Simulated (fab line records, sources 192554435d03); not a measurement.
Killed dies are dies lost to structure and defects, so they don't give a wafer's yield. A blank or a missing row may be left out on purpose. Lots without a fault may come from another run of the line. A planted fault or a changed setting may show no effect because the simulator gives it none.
Chamber matching | flow n5_finfet | N5_WELL_APT_DESCUM_30 on rie_diel-03: 4 sister chambers
The step chemistry O2, time 7.9 s. 4 wafers are shown with their chamber, then 8 later ones without.

WAFERS WITH THEIR CHAMBER
wafer  | chamber | drypump_motor_current_A (A)
L081.3 | 2       | 5.6
L082.2 | 1       | 5.3
L082.5 | 3       | 5.5
L086.1 | 0       | 5.3

WAFERS WITHOUT THEIR CHAMBER
wafer  | drypump_motor_current_A (A)
L086.2 | 5.5
L086.4 | 5.6
L088.2 | 5.6
L088.3 | 5.4
L088.5 | 5.4
L093.2 | 5.5
L093.3 | 5.5
L093.5 | 5.6

WHICH CHAMBER EACH WENT THROUGH
wafer  | from the rows above          | in truth
L086.2 | 3                            | 3
L086.4 | 2                            | 2
L088.2 | 2                            | 2
L088.3 | can't be placed: 3 or 0 or 1 | 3
L088.5 | can't be placed: 3 or 0 or 1 | 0
L093.2 | 3                            | 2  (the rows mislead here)
L093.3 | 3                            | 3
L093.5 | 2                            | 2
Placed correctly: 5 of 8. Can't be placed from these rows: 2 (the true chamber is among the candidates in 2). Placed wrongly: 1.
How it was worked out, from the rows above alone: a wafer's distance from a chamber is the root of the sum, over the readings, of the square of ((its reading less the chamber's mean) divided by the reading's scatter). The wafer belongs to the nearest chamber; if the next one is less than 2 further off, it can't be placed. A chamber's mean is the mean of its shown wafers. The scatter: with one shown wafer a chamber, the root of the mean of the squares of how far each hidden wafer lies from its nearest shown one.
